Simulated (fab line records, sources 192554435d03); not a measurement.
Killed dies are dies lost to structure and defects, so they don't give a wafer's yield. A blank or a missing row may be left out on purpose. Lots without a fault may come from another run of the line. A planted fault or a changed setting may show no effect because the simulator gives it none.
fab line records | flow n5_finfet
record lots=24 wafers=72 last_day=17
route steps=1938 shown BEOL_M5@1179 BEOL_M6@1198
lots that met no fault: from a run of the same line without faults
start_h: hours from the record's first day to the start of the lot's first wafer shown | wait_h: hours since the lot's step before | " the same as in the row above | L1.1+2: a row that stands for several wafers | - no value, or no start given | * or withheld: withheld | < > ~ a bound
route shown NAME@n: a module of which the file shows steps, and the number in the route of the first | usual: mean/standard deviation of fault-free wafers | same: alike in all rows | chamber/n: place in a boat | sites: the reading at each site | _std_site: their standard deviation | _edge_site: outer sites' mean less inner sites' | radius_mm: how far each site lies from the wafer's centre | mask NAME#n: copy n | behind: the tool/chamber that last shaped the wafer | hold: why the lot was held/for how many hours/how that ended | device: the transistor (n, p or np) that didn't switch | end of line: the same wafers' tests at the end of the route | a step without rows: its recipe alone | killed: dies lost to structure and defects at the first sort, not the wafer's yield | map: a wafer's dies, x killed, . not, _ none there
set.NAME: the setting as run; set.NAME@STEP: as run at that earlier step | model.NAME: the simulator's own value behind a step, which no gauge read
steps of the route over a sample of lots; a table a step, a row a wafer
services: from which hour (start_h, from the record's first day; less than 0 if before it) a tool's chamber was out of use, for how many hours, and why
## steps
# step N5_BEOL_M5_SPUTTER_83
# recipe material=Cu target_thk_a=150 temp_c=-20 chamber_pressure_pa=0.07 power_w=withheld time_s=27.62
# usual throttle_valve_pct=30.2/0.96
# columns lot.wafer tool chamber start_h wait_h throttle_valve_pct
L074.3 pvd_sputter-03 - 168.53 0.5 29.4
L074.4 " - " " 29.7
L074.5 " - " " 28.6
L075.2 pvd_sputter-03 - 176.62 0.5 28.6
L075.4 " - " " 30.0
L075.6 " - " " 28.3
L077.1 pvd_sputter-03 - 185.57 0.5 28.4
L077.2 " - " " 29.7
L077.5 " - " " 29.7
L076.2 pvd_sputter-01 - 187.31 0.5 31.4
L076.5 " - " " 29.0
L076.6 " - " " 30.9
L078.1 pvd_sputter-02 - 189.66 0.5 31.3
L078.2 " - " " 30.8
L078.6 " - " " 31.6
L080.1 pvd_sputter-02 - 196.42 0.5 30.7
L080.3 " - " " 30.9
L080.5 " - " " 29.7
L079.1 pvd_sputter-01 - 204.85 0.5 29.2
L079.4 " - " " 29.2
L079.5 " - " " 30.9
L081.2 pvd_sputter-03 - 217.21 0.5 30.2
L081.4 " - " " 28.4
L081.6 " - " " 30.2
L082.1 pvd_sputter-02 - 219.91 0.5 30.6
L082.2 " - " " 31.8
L082.6 " - " " 31.2
L083.3 pvd_sputter-02 - 227.57 0.5 31.5
L083.5 " - " " 29.4
L083.6 " - " " 31.7
L085.1 pvd_sputter-01 - 236.97 0.5 30.9
L085.3 " - " " 29.4
L085.6 " - " " 30.9
L084.2 pvd_sputter-02 - 237.17 0.5 31.3
L084.3 " - " " 30.6
L084.6 " - " " 30.7
L086.1 pvd_sputter-01 - 244.98 0.5 31.3
L086.2 " - " " 29.2
L086.5 " - " " 30.9
L087.1 pvd_sputter-03 - 252.40 0.5 28.4
L087.4 " - " " 30.1
L087.6 " - " " 30.0
L089.2 pvd_sputter-01 - 254.56 0.5 31.1
L089.5 " - " " 31.3
L089.6 " - " " 28.9
L088.1 pvd_sputter-02 - 264.81 0.5 29.8
L088.3 " - " " 30.8
L088.6 " - " " 30.4
L090.2 pvd_sputter-01 - 269.43 0.5 29.1
L090.5 " - " " 31.5
L090.6 " - " " 29.2
L091.4 pvd_sputter-02 - 272.74 0.5 31.6
L091.5 " - " " 31.2
L091.6 " - " " 29.4
L092.2 pvd_sputter-01 - 287.70 0.5 29.0
L092.3 " - " " 31.3
L092.5 " - " " 29.4
L093.3 pvd_sputter-02 - 291.61 0.5 29.4
L093.5 " - " " 31.1
L093.6 " - " " 30.5
L094.1 pvd_sputter-02 - 296.04 0.5 30.6
L094.3 " - " " 31.1
L094.5 " - " " 31.4
L095.3 pvd_sputter-01 - 311.17 0.5 31.5
L095.4 " - " " 29.0
L095.5 " - " " 28.9
L096.3 pvd_sputter-02 - 311.62 0.5 29.3
L096.5 " - " " 31.3
L096.6 " - " " 30.4
L097.1 pvd_sputter-03 - 314.41 0.5 28.7
L097.2 " - " " 30.2
L097.6 " - " " 29.6
# step N5_BEOL_M5_ANNEAL_89
# recipe temp_c=400 time_s=1800 ambient=vacuum
# usual heater_power_w=810/68
# columns lot.wafer tool chamber start_h wait_h heater_power_w
L074.3 pvd_sputter-03 - 169.70 0.0 826
L074.4 " - " " 828
L074.5 " - " " 800
L075.2 pvd_sputter-03 - 177.79 0.0 807
L075.4 " - " " 798
L075.6 " - " " 815
L077.1 pvd_sputter-03 - 186.74 0.0 808
L077.2 " - " " 821
L077.5 " - " " 812
L076.2 pvd_sputter-01 - 188.47 0.0 933
L076.5 " - " " 914
L076.6 " - " " 780
L078.1 pvd_sputter-02 - 190.82 0.0 829
L078.2 " - " " 763
L078.6 " - " " 832
L080.1 pvd_sputter-02 - 197.59 0.0 713
L080.3 " - " " 772
L080.5 " - " " 864
L079.1 pvd_sputter-01 - 206.02 0.0 769
L079.4 " - " " 908
L079.5 " - " " 746
L081.2 pvd_sputter-03 - 218.37 0.0 789
L081.4 " - " " 839
L081.6 " - " " 719
L082.1 pvd_sputter-02 - 221.07 0.0 721
L082.2 " - " " 838
L082.6 " - " " 785
L083.3 pvd_sputter-02 - 228.73 0.0 835
L083.5 " - " " 862
L083.6 " - " " 825
L085.1 pvd_sputter-01 - 238.14 0.0 770
L085.3 " - " " 781
L085.6 " - " " 763
L084.2 pvd_sputter-02 - 238.34 0.0 834
L084.3 " - " " 713
L084.6 " - " " 724
L086.1 pvd_sputter-01 - 246.15 0.0 755
L086.2 " - " " 774
L086.5 " - " " 756
L087.1 pvd_sputter-03 - 253.57 0.0 809
L087.4 " - " " 786
L087.6 " - " " 789
L089.2 pvd_sputter-01 - 255.73 0.0 757
L089.5 " - " " 755
L089.6 " - " " 877
L088.1 pvd_sputter-02 - 265.98 0.0 853
L088.3 " - " " 788
L088.6 " - " " 711
L090.2 pvd_sputter-01 - 270.60 0.0 816
L090.5 " - " " 955
L090.6 " - " " 777
L091.4 pvd_sputter-02 - 273.90 0.0 833
L091.5 " - " " 756
L091.6 " - " " 862
L092.2 pvd_sputter-01 - 288.87 0.0 890
L092.3 " - " " 762
L092.5 " - " " 810
L093.3 pvd_sputter-02 - 292.78 0.0 861
L093.5 " - " " 761
L093.6 " - " " 711
L094.1 pvd_sputter-02 - 297.21 0.0 738
L094.3 " - " " 785
L094.5 " - " " 839
L095.3 pvd_sputter-01 - 312.33 0.0 936
L095.4 " - " " 901
L095.5 " - " " 901
L096.3 pvd_sputter-02 - 312.78 0.0 858
L096.5 " - " " 854
L096.6 " - " " 702
L097.1 pvd_sputter-03 - 315.58 0.0 814
L097.2 " - " " 790
L097.6 " - " " 833
# step N5_BEOL_M5_CMP_52
# recipe stop_on=SiCOH_lowk t_overpolish_s=6.9 down_force_psi=1 platen_rpm=50 clearing_platen_down_force_psi=1.5 clearing_platen_rpm=50 post_cmp_clean=cu_alkaline target_thk_nm=62 clearing_platen_pad_velocity_m_s=0.99484 pad_velocity_m_s=0.99484
# usual barrier_field_endpoint_s=24.6/0.93 motor_current_A=6.2/0.43 overpolish_run_s=6.902/0.0089 time_to_endpoint_s=63/5.2
# columns lot.wafer tool chamber start_h wait_h barrier_field_endpoint_s motor_current_A overpolish_run_s time_to_endpoint_s
L074.4 cmp-02 3 171.22 0.1 23.5 6.2 6.895 56
L074.3 " 0 " " 24.1 6.3 6.900 60
L074.5 " 0 " " 24.0 6.3 6.897 59
L075.2 cmp-04 0 179.46 0.2 24.7 6.0 6.908 64
L075.4 " 1 " " 27.3 6.4 6.912 74
L075.6 " 0 " " 25.3 6.0 6.903 64
L077.2 cmp-04 1 188.28 0.2 25.4 6.0 6.906 70
L077.1 " 2 " " 23.2 6.6 6.906 57
L077.5 " 0 " " 24.5 5.8 6.896 62
L076.2 cmp-03 1 190.00 0.2 24.4 7.2 6.906 63
L076.5 " 1 " " 25.3 7.0 6.898 62
L076.6 " 2 " " 24.5 5.0 6.896 60
L078.1 cmp-04 2 192.37 0.3 23.8 6.5 6.911 56
L078.2 " 0 " " 24.2 5.7 6.907 63
L078.6 " 2 " " 23.5 6.6 6.914 55
L080.3 cmp-03 3 199.10 0.2 23.6 5.5 6.886 60
L080.1 " 1 " " 24.8 7.1 6.902 61
L080.5 " 0 " " 25.5 6.6 6.900 65
L079.1 cmp-03 2 207.58 0.3 23.4 5.5 6.905 57
L079.4 " 0 " " 25.3 6.1 6.908 67
L079.5 " 2 " " 23.5 5.2 6.904 56
L081.4 cmp-04 0 219.92 0.2 23.9 5.8 6.892 63
L081.2 " 2 " " 23.4 6.6 6.906 57
L081.6 " 3 " " 24.7 5.9 6.899 65
L082.1 cmp-02 2 222.69 0.3 23.9 6.1 6.910 64
L082.2 " 0 " " 23.7 6.3 6.895 62
L082.6 " 2 " " 24.1 6.3 6.894 63
L083.3 cmp-03 1 230.26 0.2 23.7 6.8 6.903 60
L083.5 " 1 " " 23.2 7.1 6.900 56
L083.6 " 2 " " 23.1 5.6 6.894 51
L085.3 cmp-04 3 239.91 0.2 25.2 6.1 6.905 66
L085.1 " 1 " " 26.8 6.5 6.897 75
L085.6 " 3 " " 26.4 6.1 6.887 66
L084.3 cmp-03 3 239.99 0.2 24.2 5.8 6.903 58
L084.2 " 0 " " 24.9 6.5 6.895 64
L084.6 " 2 " " 23.8 5.4 6.913 57
L086.1 cmp-02 3 248.03 0.6 24.6 6.2 6.917 62
L086.2 " 1 " " 26.4 6.7 6.908 69
L086.5 " 2 " " 25.4 6.3 6.894 65
L087.1 cmp-04 1 255.13 0.3 26.9 6.2 6.906 76
L087.4 " 3 " " 25.3 5.9 6.876 65
L087.6 " 1 " " 25.9 6.1 6.909 72
L089.2 cmp-04 3 258.81 1.3 25.4 5.7 6.903 61
L089.6 " 2 " " 24.2 6.7 6.917 56
L089.5 " 3 " " 25.4 6.2 6.907 63
L088.1 cmp-04 1 267.72 0.3 26.4 6.1 6.895 76
L088.3 " 2 " " 23.6 6.1 6.908 59
L088.6 " 2 " " 24.3 6.6 6.908 59
L090.2 cmp-03 2 272.10 0.2 23.9 5.1 6.891 58
L090.6 " 2 " " 24.5 5.6 6.901 60
L090.5 " 3 " " 24.8 5.7 6.923 63
L091.4 cmp-04 0 275.49 0.2 25.3 6.2 6.896 64
L091.6 " 2 " " 23.4 6.4 6.896 56
L091.5 " 3 " " 25.2 6.0 6.888 63
L092.2 cmp-04 0 290.37 0.2 24.8 6.3 6.895 62
L092.3 " 1 " " 25.9 6.1 6.895 69
L092.5 " 0 " " 25.3 6.2 6.899 64
L093.3 cmp-03 1 294.42 0.2 24.2 7.0 6.913 66
L093.6 " 3 " " 24.6 5.7 6.912 61
L093.5 " 0 " " 25.5 6.1 6.888 73
L094.1 cmp-02 1 298.71 0.3 25.9 6.8 6.901 70
L094.3 " 0 " " 24.5 6.7 6.885 63
L094.5 " 2 " " 24.7 6.3 6.902 63
L095.4 cmp-02 3 313.84 0.1 24.0 6.3 6.894 57
L095.3 " 0 " " 23.7 6.1 6.899 59
L095.5 " 0 " " 24.1 6.3 6.906 63
L096.3 cmp-02 3 314.29 0.2 23.5 5.8 6.892 56
L096.5 " 3 " " 23.8 5.8 6.907 56
L096.6 " 0 " " 23.8 6.3 6.911 60
L097.1 cmp-04 1 317.40 0.3 25.8 6.2 6.896 73
L097.2 " 2 " " 23.3 6.5 6.908 55
L097.6 " 1 " " 26.3 6.0 6.900 71
# step N5_BEOL_M6_HM_DEP_02
# recipe material=TiN target_thk_a=200 temp_c=25 chamber_pressure_pa=0.49996
# usual throttle_valve_pct=30.1/1
# columns lot.wafer tool chamber start_h wait_h throttle_valve_pct
L074.3 pvd_sputter-03 - 174.00 0.8 30.1
L074.4 " - " " 28.5
L074.5 " - " " 29.9
L075.2 pvd_sputter-01 - 180.71 0.0 29.1
L075.4 " - " " 31.7
L075.6 " - " " 28.9
L077.1 pvd_sputter-01 - 189.86 0.4 31.1
L077.2 " - " " 31.2
L077.5 " - " " 29.0
L076.2 pvd_sputter-03 - 192.48 1.2 30.1
L076.5 " - " " 30.1
L076.6 " - " " 29.5
L078.1 pvd_sputter-01 - 194.84 0.8 29.3
L078.2 " - " " 31.4
L078.6 " - " " 29.2
L080.1 pvd_sputter-03 - 201.53 1.0 28.1
L080.3 " - " " 29.3
L080.5 " - " " 28.6
L079.1 pvd_sputter-03 - 209.29 0.5 30.2
L079.4 " - " " 29.9
L079.5 " - " " 28.4
L081.2 pvd_sputter-01 - 222.15 1.0 29.3
L081.4 " - " " 31.4
L081.6 " - " " 29.2
L082.1 pvd_sputter-03 - 225.71 1.7 28.1
L082.2 " - " " 30.0
L082.6 " - " " 30.1
L083.3 pvd_sputter-01 - 232.02 0.5 31.7
L083.5 " - " " 29.4
L083.6 " - " " 31.7
L085.1 pvd_sputter-01 - 242.25 1.0 29.1
L085.3 " - " " 31.4
L085.6 " - " " 31.5
L084.2 pvd_sputter-01 - 242.35 1.0 30.9
L084.3 " - " " 29.0
L084.6 " - " " 29.3
L086.1 pvd_sputter-01 - 249.81 0.0 29.1
L086.2 " - " " 31.0
L086.5 " - " " 29.2
L087.1 pvd_sputter-02 - 257.24 0.4 31.4
L087.4 " - " " 29.7
L087.6 " - " " 31.5
L089.2 pvd_sputter-02 - 261.18 0.9 31.3
L089.5 " - " " 30.5
L089.6 " - " " 31.0
L088.1 pvd_sputter-02 - 269.81 0.4 29.7
L088.3 " - " " 31.3
L088.6 " - " " 31.0
L090.2 pvd_sputter-02 - 275.53 2.2 30.7
L090.5 " - " " 30.5
L090.6 " - " " 31.6
L091.4 pvd_sputter-01 - 276.91 0.0 31.1
L091.5 " - " " 31.2
L091.6 " - " " 31.3
L092.2 pvd_sputter-03 - 292.63 1.0 28.3
L092.3 " - " " 30.5
L092.5 " - " " 30.0
L093.3 pvd_sputter-03 - 296.45 0.9 29.3
L093.5 " - " " 28.2
L093.6 " - " " 30.2
L094.1 pvd_sputter-01 - 300.02 0.0 31.3
L094.3 " - " " 30.8
L094.5 " - " " 31.6
L095.3 pvd_sputter-02 - 315.67 0.5 29.8
L095.4 " - " " 30.6
L095.5 " - " " 30.5
L096.3 pvd_sputter-01 - 316.18 0.6 29.3
L096.5 " - " " 30.9
L096.6 " - " " 29.1
L097.1 pvd_sputter-01 - 321.57 2.9 29.4
L097.2 " - " " 29.1
L097.6 " - " " 29.2
# step N5_BEOL_M6_INSPECT_13
# recipe mode=adi inspect_instrument=brightfield
# usual raw_defect_count=364/71
# columns lot.wafer tool chamber start_h wait_h raw_defect_count
L074.3 defect_inspect-01 - 174.56 0.0 393
L074.4 " - " " 516
L074.5 " - " " 448
L075.2 defect_inspect-01 - 181.14 0.0 480
L075.4 " - " " 398
L075.6 " - " " 470
L077.1 defect_inspect-02 - 190.29 0.0 326
L077.2 " - " " 495
L077.5 " - " " 458
L076.2 defect_inspect-01 - 193.04 0.0 375
L076.5 " - " " 291
L076.6 " - " " 466
L078.1 defect_inspect-02 - 195.39 0.0 334
L078.2 " - " " 299
L078.6 " - " " 388
L080.1 defect_inspect-01 - 202.08 0.0 537
L080.3 " - " " 479
L080.5 " - " " 382
L079.1 defect_inspect-02 - 209.72 0.0 293
L079.4 " - " " 314
L079.5 " - " " 320
L081.2 defect_inspect-02 - 222.57 0.0 336
L081.4 " - " " 345
L081.6 " - " " 453
L082.1 defect_inspect-02 - 226.14 0.0 337
L082.2 " - " " 390
L082.6 " - " " 505
L083.3 defect_inspect-02 - 232.58 0.0 350
L083.5 " - " " 327
L083.6 " - " " 293
L085.1 defect_inspect-02 - 242.67 0.0 409
L085.3 " - " " 331
L085.6 " - " " 362
L084.2 defect_inspect-02 - 242.90 0.0 278
L084.3 " - " " 266
L084.6 " - " " 297
L086.1 defect_inspect-01 - 250.24 0.0 530
L086.2 " - " " 414
L086.5 " - " " 444
L087.1 defect_inspect-01 - 257.67 0.0 308
L087.4 " - " " 328
L087.6 " - " " 312
L089.2 defect_inspect-01 - 261.75 0.0 341
L089.5 " - " " 386
L089.6 " - " " 442
L088.1 defect_inspect-01 - 270.24 0.0 271
L088.3 " - " " 260
L088.6 " - " " 451
L090.2 defect_inspect-02 - 276.08 0.0 261
L090.5 " - " " 197
L090.6 " - " " 276
L091.4 defect_inspect-01 - 277.46 0.0 399
L091.5 " - " " 390
L091.6 " - " " 476
L092.2 defect_inspect-02 - 293.11 0.0 355
L092.3 " - " " 314
L092.5 " - " " 261
L093.3 defect_inspect-01 - 297.00 0.0 280
L093.5 " - " " 363
L093.6 " - " " 436
L094.1 defect_inspect-02 - 300.45 0.0 494
L094.3 " - " " 493
L094.5 " - " " 414
L095.3 defect_inspect-01 - 316.10 0.0 446
L095.4 " - " " 337
L095.5 " - " " 366
L096.3 defect_inspect-01 - 316.73 0.0 359
L096.5 " - " " 249
L096.6 " - " " 352
L097.1 defect_inspect-01 - 322.12 0.0 395
L097.2 " - " " 332
L097.6 " - " " 411
# step N5_BEOL_M6_OVL_MEAS_29
# recipe points_per_wafer=522
# usual V5_OVL=-0.1/0.65
# columns lot.wafer tool chamber start_h wait_h V5_OVL[nm]
L074.3 overlay-02 0 176.79 0.0 0.2
L074.4 " 0 " " -0.4
L074.5 " 0 " " 0.6
L075.2 overlay-02 0 182.10 0.0 0.0
L075.4 " 0 " " 0.4
L075.6 " 0 " " 0.2
L077.1 overlay-02 0 192.18 0.0 0.6
L077.2 " 0 " " 0.3
L077.5 " 0 " " 0.8
L076.2 overlay-02 0 196.71 0.0 0.6
L076.5 " 0 " " -0.8
L076.6 " 0 " " -0.1
L078.1 overlay-01 0 196.76 0.0 -0.3
L078.2 " 0 " " 0.1
L078.6 " 0 " " 0.4
L080.1 overlay-02 0 204.46 0.0 0.6
L080.3 " 0 " " -0.6
L080.5 " 0 " " 0.2
L079.1 overlay-02 0 210.62 0.0 -0.7
L079.4 " 0 " " 0.4
L079.5 " 0 " " -0.3
L081.2 overlay-01 0 228.97 0.0 0.6
L081.4 " 0 " " 0.4
L081.6 " 0 " " -0.1
L082.1 overlay-02 0 229.01 0.0 0.4
L082.2 " 0 " " 0.6
L082.6 " 0 " " 1.1
L083.3 overlay-02 0 233.99 0.0 0.6
L083.5 " 0 " " -0.7
L083.6 " 0 " " -0.2
L084.2 overlay-01 0 246.55 0.0 -0.5
L084.3 " 0 " " 0.3
L084.6 " 0 " " -0.4
L085.1 overlay-01 0 246.59 0.0 -0.3
L085.3 " 0 " " -1.0
L085.6 " 0 " " -0.9
L086.1 overlay-02 0 253.95 0.0 0.6
L086.2 " 0 " " 0.2
L086.5 " 0 " " 0.8
L087.1 overlay-01 0 260.06 0.0 -1.1
L087.4 " 0 " " 0.3
L087.6 " 0 " " -0.2
L089.2 overlay-01 0 262.93 0.0 -0.1
L089.5 " 0 " " 0.4
L089.6 " 0 " " 0.9
L088.1 overlay-02 0 272.07 0.0 -0.4
L088.3 " 0 " " 0.3
L088.6 " 0 " " -0.3
L090.2 overlay-01 0 278.39 0.0 -0.8
L090.5 " 0 " " -0.1
L090.6 " 0 " " -1.2
L091.4 overlay-02 0 278.54 0.0 0.5
L091.5 " 0 " " -0.1
L091.6 " 0 " " 0.3
L092.2 overlay-02 0 296.03 0.0 0.6
L092.3 " 0 " " -1.1
L092.5 " 0 " " -0.5
L093.3 overlay-02 0 298.33 0.0 0.0
L093.5 " 0 " " -1.0
L093.6 " 0 " " -1.2
L094.1 overlay-01 0 301.75 0.0 -0.7
L094.3 " 0 " " -0.4
L094.5 " 0 " " -1.0
L095.3 overlay-01 0 320.74 0.0 1.0
L095.4 " 0 " " 0.9
L095.5 " 0 " " 1.2
L096.3 overlay-01 0 320.91 0.0 -0.2
L096.5 " 0 " " -1.1
L096.6 " 0 " " 0.2
L097.1 overlay-02 0 323.42 0.0 1.0
L097.2 " 0 " " 0.1
L097.6 " 0 " " -0.5
## services
# columns tool chamber start_h hours kind
cmp-03 - 173.25 0.5 repair
pvd_sputter-02 - 177.09 4.0 repair
cmp-03 - 178.69 1.7 repair
cmp-02 - 197.12 0.2 repair
cmp-03 - 200.52 4.0 pm
cmp-03 - 204.52 - consumable_replace:conditioner
cmp-03 - 204.52 - consumable_replace:pad
cmp-04 - 205.68 3.3 repair
cmp-02 - 230.18 2.6 repair
cmp-04 - 231.46 1.4 repair
cmp-03 - 246.74 0.4 repair
cmp-02 - 277.69 4.0 pm
cmp-02 - 281.69 - consumable_replace:conditioner
cmp-02 - 281.69 - consumable_replace:pad
cmp-02 - 286.86 1.4 repair
cmp-04 - 293.85 7.3 pm
cmp-04 - 306.09 0.8 repair
cmp-04 - 307.92 2.7 repair
## key
fault none
